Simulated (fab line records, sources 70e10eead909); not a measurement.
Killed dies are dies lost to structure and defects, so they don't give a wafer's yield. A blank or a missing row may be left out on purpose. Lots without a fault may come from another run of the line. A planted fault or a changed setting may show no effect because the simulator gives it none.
fab line records | flow nand_harc
record lots=7 wafers=19 last_day=31
route steps=1302 shown P_M2@330
lots that met no fault: from a run of the same line without faults
start_h: hours from the record's first day to the start of the lot's first wafer shown | wait_h: hours since the lot's step before | " the same as in the row above | L1.1+2: a row that stands for several wafers | - no value, or no start given | * or withheld: withheld | < > ~ a bound
route shown NAME@n: a module of which the file shows steps, and the number in the route of the first | usual: mean/standard deviation of fault-free wafers | same: alike in all rows | chamber/n: place in a boat | sites: the reading at each site | _std_site: their standard deviation | _edge_site: outer sites' mean less inner sites' | radius_mm: how far each site lies from the wafer's centre | mask NAME#n: copy n | behind: the tool/chamber that last shaped the wafer | hold: why the lot was held/for how many hours/how that ended | device: the transistor (n, p or np) that didn't switch | end of line: the same wafers' tests at the end of the route | a step without rows: its recipe alone | killed: dies lost to structure and defects at the first sort, not the wafer's yield | map: a wafer's dies, x killed, . not, _ none there
set.NAME: the setting as run; set.NAME@STEP: as run at that earlier step | model.NAME: the simulator's own value behind a step, which no gauge read
lots at some steps of the route; a table a step, a row a wafer
services: from which hour (start_h, from the record's first day; less than 0 if before it) a tool's chamber was out of use, for how many hours, and why
## steps
# step NHARC_P_M2_INSPECT_11
# usual raw_defect_count=4.9/2.9
# columns lot.wafer tool chamber start_h wait_h raw_defect_count
L179.2 defect_inspect-01 - 136.65 0.0 2
L179.5 " - " " 4
L179.6 " - " " 3
L181.3 defect_inspect-01 - 155.55 0.0 8
L181.5 " - " " 11
L181.6 " - " " 5
L192.2 defect_inspect-01 - 276.88 0.0 4
L192.5 " - " " 2
L192.6 " - " " 4
L193.1 defect_inspect-01 - 277.38 0.0 9
L193.6 " - " " 0
L194.2 defect_inspect-02 - 288.33 0.0 3
L194.3 " - " " 2
L194.5 " - " " 2
L195.1 defect_inspect-02 - 293.95 0.0 5
L195.4 " - " " 4
L198.1 defect_inspect-02 - 329.86 0.0 6
L198.3 " - " " 7
L198.4 " - " " 6
# step NHARC_P_M2_DESCUM_14
# recipe time_s=3 o2_flow_sccm=200 ar_flow_sccm=0 bias_power_w=0 chemistry=O2
# usual drypump_motor_current_A=5.6/0.5 oes_product_au=1.000/0.016 rf_vpp_V=57.8/0.95 showerhead_plenum_p_Torr=1.91/0.071 throttle_valve_pct=11.310/0.0094
# columns lot.wafer tool chamber start_h wait_h drypump_motor_current_A oes_product_au rf_hours_counter_h rf_vpp_V showerhead_plenum_p_Torr throttle_valve_pct
L179.2 rie_diel-03 2 136.71 0.1 5.7 1.000 1 55.6 1.83 11.291
L179.6 " 2 " " 5.7 1.003 - 56.4 1.83 11.327
L179.5 " 3 " " 4.8 0.983 - 57.3 1.87 11.314
L181.3 rie_diel-04 0 155.62 0.1 5.8 0.999 11 57.7 1.86 11.315
L181.5 " 3 " " 5.8 0.976 - 57.8 1.93 11.305
L181.6 " 0 " " 5.8 1.004 - 55.9 1.86 11.306
L192.2 rie_diel-03 3 276.94 0.1 4.8 0.976 7 57.6 1.87 11.311
L192.5 " 3 " " 4.8 0.990 - 57.3 1.87 11.326
L192.6 " 0 " " 5.0 1.028 - 58.7 1.90 11.322
L193.1 rie_diel-03 1 277.44 0.1 6.1 0.978 9 59.2 1.90 11.307
L193.6 " 1 " " 6.1 0.971 - 57.3 1.89 11.311
L194.3 rie_diel-04 0 288.41 0.1 5.9 1.004 6 57.6 1.86 11.316
L194.2 " 1 " " 6.4 0.977 6 58.4 2.02 11.314
L194.5 " 3 " " 5.8 0.985 - 58.3 1.92 11.301
L195.1 rie_diel-03 3 294.01 0.1 4.8 0.990 0 57.1 1.87 11.303
L195.4 " 2 " " 5.7 0.991 0 57.2 1.83 11.306
L198.3 rie_diel-05 0 329.92 0.1 5.0 1.009 3 58.2 1.91 11.317
L198.1 " 1 " " 5.7 1.020 3 56.5 1.83 11.313
L198.4 " 2 " " 5.2 1.007 3 59.0 1.96 11.304
# step NHARC_P_M2_ETCH_35
# recipe target_depth_a=400 overetch_a=120 time_s=43.94 ion_energy_ev=200 n2_flow_sccm=150 h2_flow_sccm=150 ar_flow_sccm=0 rf_w=400 bias_w=150 chemistry=N2/H2
# usual drypump_motor_current_A=5.6/0.52 oes_product_au=0.997/0.017 rf_vpp_V=430.4/2.2 showerhead_plenum_p_Torr=2.04/0.078 throttle_valve_pct=14.170/0.0082
# columns lot.wafer tool chamber start_h wait_h drypump_motor_current_A oes_product_au rf_hours_counter_h rf_vpp_V showerhead_plenum_p_Torr throttle_valve_pct
L179.2 rie_diel-03 1 136.80 0.1 6.1 0.970 1 430.0 2.02 14.176
L179.6 " 0 " " 5.0 1.014 - 430.5 2.03 14.166
L179.5 " 1 " " 6.1 0.970 - 430.3 2.02 14.176
L181.3 rie_diel-04 0 155.70 0.1 5.8 0.996 11 428.6 1.98 14.179
L181.5 " 3 " " 5.9 0.968 - 430.5 2.05 14.165
L181.6 " 0 " " 5.9 0.995 - 429.5 1.98 14.169
L192.2 rie_diel-03 2 277.04 0.1 5.7 1.000 9 427.8 1.95 14.179
L192.5 " 3 " " 4.8 0.979 - 430.0 1.99 14.163
L192.6 " 0 " " 5.0 1.009 - 430.6 2.03 14.158
L193.1 rie_diel-03 0 277.54 0.1 5.1 1.015 7 429.7 2.03 14.173
L193.6 " 1 " " 6.1 0.969 - 429.1 2.02 14.162
L194.3 rie_diel-04 1 288.49 0.1 6.4 0.975 6 432.8 2.16 14.158
L194.2 " 2 " " 5.6 1.007 6 432.8 2.17 14.164
L194.5 " 0 " " 5.9 1.004 - 427.5 1.98 14.154
L195.4 rie_diel-03 1 294.11 0.1 6.1 0.983 0 429.7 2.02 14.184
L195.1 " 2 " " 5.7 0.991 0 428.1 1.95 14.173
L198.3 rie_diel-05 0 330.01 0.1 5.0 1.003 3 430.8 2.03 14.160
L198.1 " 1 " " 5.7 1.010 3 427.1 1.94 14.144
L198.4 " 3 " " 6.4 1.000 3 433.6 2.20 14.167
# step NHARC_P_M2_ETCH_15
# recipe target_depth_a=1825 time_s=91.2 c4f8_flow_sccm=withheld ar_flow_sccm=400 rf_w=600 bias_w=300 chemistry=C4F8/Ar
# step NHARC_P_M2_CD_MEAS_16
# usual cd_nm=169.5/1
# columns lot.wafer tool chamber start_h wait_h cd_nm
L179.2 cd_sem-03 - 137.02 - 169.6
L179.5 " - " " 168.9
L179.6 " - " " 167.1
L181.3 cd_sem-02 - 155.92 - 170.3
L181.5 " - " " 170.0
L181.6 " - " " 169.5
L192.2 cd_sem-02 - 277.24 - 168.1
L192.5 " - " " 169.4
L192.6 " - " " 170.9
L193.1 cd_sem-03 - 277.74 - 170.2
L193.6 " - " " 169.6
L194.2 cd_sem-01 - 288.70 - 169.2
L194.3 " - " " 170.1
L194.5 " - " " 170.5
L195.1 cd_sem-02 - 294.32 - 167.8
L195.4 " - " " 168.8
L198.1 cd_sem-02 - 330.23 - 168.7
L198.3 " - " " 168.7
L198.4 " - " " 167.7
# step NHARC_P_M2_STRIP_18
# recipe power_w=1000 n2_flow_sccm=150 h2_flow_sccm=150 ar_flow_sccm=0 bias_w=0 chemistry=N2/H2
# usual drypump_motor_current_A=5.6/0.53 oes_product_au=1.003/0.013 rf_vpp_V=90.7/0.89 showerhead_plenum_p_Torr=2.05/0.083 throttle_valve_pct=14.171/0.0092
# columns lot.wafer tool chamber start_h wait_h drypump_motor_current_A oes_product_au rf_hours_counter_h rf_vpp_V showerhead_plenum_p_Torr throttle_valve_pct
L179.2 rie_diel-05 0 137.14 0.1 5.0 1.002 4 90.2 2.04 14.169
L179.5 " 2 " " 5.2 1.012 - 90.6 2.09 14.187
L179.6 " 3 " " 6.4 1.024 - 91.5 2.20 14.165
L181.3 rie_diel-05 1 156.02 0.1 5.6 1.014 5 90.2 1.95 14.163
L181.5 " 0 " " 5.0 1.004 - 89.9 2.04 14.160
L181.6 " 1 " " 5.7 1.008 - 89.1 1.95 14.178
L192.2 rie_diel-05 2 277.34 0.1 5.2 1.008 1 91.6 2.09 14.184
L192.5 " 1 " " 5.6 1.006 - 90.3 1.94 14.171
L192.6 " 2 " " 5.2 1.014 - 89.8 2.09 14.185
L193.1 rie_diel-05 2 277.87 0.1 5.2 1.005 1 90.9 2.09 14.176
L193.6 " 0 " " 5.0 1.005 - 91.3 2.04 14.164
L194.2 rie_diel-05 1 288.83 0.1 5.7 1.008 2 91.4 1.94 14.176
L194.3 " 2 " " 5.2 1.005 2 90.2 2.09 14.155
L194.5 " 3 " " 6.5 1.007 - 92.6 2.20 14.171
L195.4 rie_diel-04 0 294.42 0.1 5.9 1.008 7 90.9 1.98 14.187
L195.1 " 2 " " 5.6 1.003 6 89.9 2.17 14.172
L198.4 rie_diel-04 3 330.30 0.1 5.9 1.008 9 90.9 2.05 14.174
L198.3 " 1 " " 6.4 0.983 9 92.3 2.16 14.145
L198.1 " 2 " " 5.7 0.997 8 90.7 2.17 14.170
# step NHARC_P_M2_ETCH_28
# recipe target_depth_a=300 over_etch_frac=0.3 time_s=72.99 ion_energy_ev=150 cf4_flow_sccm=50 n2_flow_sccm=100 ar_flow_sccm=150 rf_w=300 bias_w=100 chemistry=CF4/N2
# usual drypump_motor_current_A=5.6/0.54 oes_product_au=1.003/0.014 rf_vpp_V=314.4/1.8 showerhead_plenum_p_Torr=2.65/0.1 throttle_valve_pct=19.794/0.0091
# columns lot.wafer tool chamber start_h wait_h drypump_motor_current_A oes_product_au rf_hours_counter_h rf_vpp_V showerhead_plenum_p_Torr throttle_valve_pct
L179.2 rie_diel-05 3 - - 6.4 1.014 4 316.7 2.82 19.783
L179.6 " 2 " " 5.2 0.998 - 314.9 2.69 19.786
L179.5 " 3 " " 6.5 1.022 - 316.6 2.81 19.781
L181.3 rie_diel-05 3 - - 6.4 1.029 5 317.7 2.81 19.795
L181.5 " 3 " " 6.4 1.033 - 316.8 2.81 19.807
L181.6 " 0 " " 5.0 1.003 - 315.0 2.62 19.802
L192.2 rie_diel-05 2 - - 5.3 1.006 1 315.3 2.69 19.793
L192.5 " 1 " " 5.6 0.997 - 312.2 2.51 19.811
L192.6 " 2 " " 5.2 1.001 - 314.2 2.69 19.793
L193.1 rie_diel-05 1 - - 5.7 1.003 1 312.5 2.51 19.795
L193.6 " 3 " " 6.4 1.009 - 317.0 2.81 19.784
L194.3 rie_diel-05 1 - - 5.7 0.999 2 312.8 2.51 19.776
L194.2 " 2 " " 5.1 1.006 2 315.6 2.69 19.790
L194.5 " 0 " " 5.1 1.004 - 313.0 2.62 19.779
L195.1 rie_diel-04 2 - - 5.6 1.001 6 317.2 2.78 19.796
L195.4 " 3 " " 5.8 0.991 6 313.0 2.64 19.787
L198.3 rie_diel-04 2 - - 5.6 0.996 8 315.2 2.78 19.806
L198.1 " 0 " " 5.9 0.999 9 312.4 2.56 19.784
L198.4 " 1 " " 6.4 0.991 9 317.4 2.77 19.795
# step NHARC_P_M2_STRIP_19
# recipe time_s=600 temp_c=30 chemistry=post_etch_residue_remover
# step NHARC_P_M2_DEGAS_29
# recipe temp_c=250 time_s=60
# step NHARC_P_M2_PRE_CLEAN_30
# recipe time_s=30 temp_c=280 gas=H2/He
# step NHARC_P_M2_PVD_20
# recipe target_thk_a=50 bias_v=168.6 power_w=15000 chamber_pressure_pa=0.12 time_s=8.06 substrate_temp_c=50 material=TaN
# step NHARC_P_M2_PVD_21
# recipe target_thk_a=300 chamber_pressure_pa=5 power_w=5000 substrate_temp_c=30 time_s=20.49 material=Cu
# usual cathode_dc_power_W=4999.9/1 throttle_valve_pct=29.4/0.93
# columns lot.wafer tool chamber start_h wait_h cathode_dc_power_W throttle_valve_pct
L179.2 pvd_sputter-02 - - - 4999.1 28.9
L179.5 " - " " 4999.4 29.6
L179.6 " - " " 5000.8 30.1
L181.3 pvd_sputter-03 - - - 5000.5 29.9
L181.6 " - " " 4998.3 30.8
L181.5 " - " " 5000.7 28.4
L192.2 pvd_sputter-03 - - - 5000.2 30.8
L192.5 " - " " 4999.6 28.7
L192.6 " - " " 5000.0 30.1
L193.1 pvd_sputter-01 - - - 5000.2 30.2
L193.6 " - " " 4998.4 27.3
L194.2 pvd_sputter-03 - - - 4999.7 30.2
L194.3 " - " " 5001.5 28.9
L194.5 " - " " 4999.5 30.5
L195.1 pvd_sputter-01 - - - 4998.5 29.1
L195.4 " - " " 4999.7 27.7
L198.4 pvd_sputter-01 - - - 5000.4 30.2
L198.3 " - " " 5000.3 27.7
L198.1 " - " " 4999.7 27.0
# step NHARC_P_M2_ECD_22
# recipe target_thk_a=4000 bath_temp_c=25 material=Cu
# usual bath_temp_c=25.00/0.1
# columns lot.wafer tool chamber start_h wait_h bath_temp_c
L179.2 ecd_cu-02 1 138.08 - 25.13
L179.6 " 1 " " 25.11
L179.5 " 0 " " 25.07
L181.3 ecd_cu-01 1 157.15 - 25.06
L181.6 " 1 " " 25.12
L181.5 " 0 " " 25.00
L192.2 ecd_cu-02 0 278.38 - 24.99
L192.6 " 1 " " 24.95
L192.5 " 0 " " 24.94
L193.1 ecd_cu-01 1 278.82 - 25.11
L193.6 " 1 " " 25.06
L194.2 ecd_cu-01 1 289.86 - 25.19
L194.3 " 1 " " 25.05
L194.5 " 0 " " 24.93
L195.1 ecd_cu-01 1 295.43 - 24.93
L195.4 " 1 " " 24.96
L198.1 ecd_cu-02 1 331.35 - 24.89
L198.3 " 0 " " 25.08
L198.4 " 1 " " 24.96
# step NHARC_P_M2_ANNEAL_31
# recipe temp_c=225 time_s=90
# step NHARC_P_M2_CMP_23
# recipe t_overpolish_s=20 target_thk_nm=144.3
# usual edge_zone_pressure_frac=1.000/0.0053 motor_current_A=11.9/1.2 time_to_endpoint_s=30/3.4
# columns lot.wafer tool chamber start_h wait_h edge_zone_pressure_frac motor_current_A time_to_endpoint_s
L179.2 cmp-02 0 138.81 - 1.002 10.2 26
L179.5 " 0 " " 0.999 10.1 26
L179.6 " 1 " " 0.991 12.7 33
L181.3 cmp-04 1 157.80 - 0.995 11.7 34
L181.6 " 0 " " 1.011 11.4 34
L181.5 " 1 " " 0.997 11.6 34
L192.2 cmp-01 0 279.09 - 1.001 13.0 30
L192.5 " 3 " " 1.008 11.3 27
L192.6 " 0 " " 0.994 12.4 30
L193.1 cmp-04 1 279.57 - 0.997 11.7 16
L193.6 " 1 " " 1.002 12.0 15
L194.2 cmp-01 0 290.56 - 0.994 12.8 19
L194.3 " 1 " " 1.000 13.3 16
L194.5 " 0 " " 1.005 13.1 31
L195.1 cmp-01 3 296.15 - 1.008 10.7 13
L195.4 " 2 " " 1.005 12.6 15
L198.4 cmp-04 2 332.03 - 1.006 11.0 28
L198.1 " 3 " " 1.007 10.3 25
L198.3 " 1 " " 0.999 12.1 28
## services
# columns tool chamber start_h hours kind
rie_diel-05 1 114.36 2.4 repair
ecd_cu-01 - 137.45 1.8 repair
ecd_cu-01 - 160.00 8.0 pm
ecd_cu-02 - 161.92 1.7 repair
pvd_sputter-03 - 170.00 10.0 pm
rie_diel-04 - 177.90 9.0 pm
pvd_sputter-03 - 182.46 2.2 repair
ecd_cu-01 - 187.44 0.3 repair
ecd_cu-02 - 201.20 5.8 repair
ecd_cu-01 - 202.96 2.6 repair
rie_diel-03 3 207.45 1.3 repair
pvd_sputter-03 - 214.92 15.2 repair
rie_diel-05 2 217.09 1.3 repair
rie_diel-05 - 229.60 9.0 pm
ecd_cu-02 - 244.00 8.0 pm
rie_diel-03 - 253.44 2.4 repair
rie_diel-05 1 260.49 10.0 repair
rie_diel-03 - 281.30 9.0 pm
ecd_cu-01 - 285.85 1.8 repair
rie_diel-05 2 298.23 6.3 repair
rie_diel-05 1 302.01 4.9 repair
rie_diel-05 0 312.78 8.1 repair
rie_diel-03 3 323.44 2.5 repair
rie_diel-03 3 328.56 1.7 repair
## key
first_sign step=NHARC_P_M2_CMP_23 reading=time_to_endpoint_s direction=down sigmas=4.1 usual=* struck=*
effect none on later readings
met_at NHARC_P_M2_ECD_22
struck_wafers L193.1,L193.6,L194.2,L194.3,L195.1,L195.4
later_rows_left_out L193.1,L193.6,L194.2,L194.3,L195.1,L195.4
sort_left_out L193.1,L193.6,L194.2,L194.3,L195.1,L195.4
onset_between 157.15 278.82
earlier_fault kind=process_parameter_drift tool=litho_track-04 chamber=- onset_h=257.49 steps=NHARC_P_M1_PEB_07 channel=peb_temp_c offset=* shape=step acts_in=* stated=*
fault kind=process_parameter_drift tool=ecd_cu-01 chamber=1 onset_h=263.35 steps=NHARC_P_M2_ECD_22 channel=target_thk_a offset=* shape=step acts_in=* stated=*
# sort_left_out: the simulated sort isn't trusted on such a fault, so these wafers' sort isn't shown, and their yield isn't known
# later_rows_left_out: the simulator's readings of these wafers behind a module that went badly wrong aren't trusted and aren't shown, but for the sort
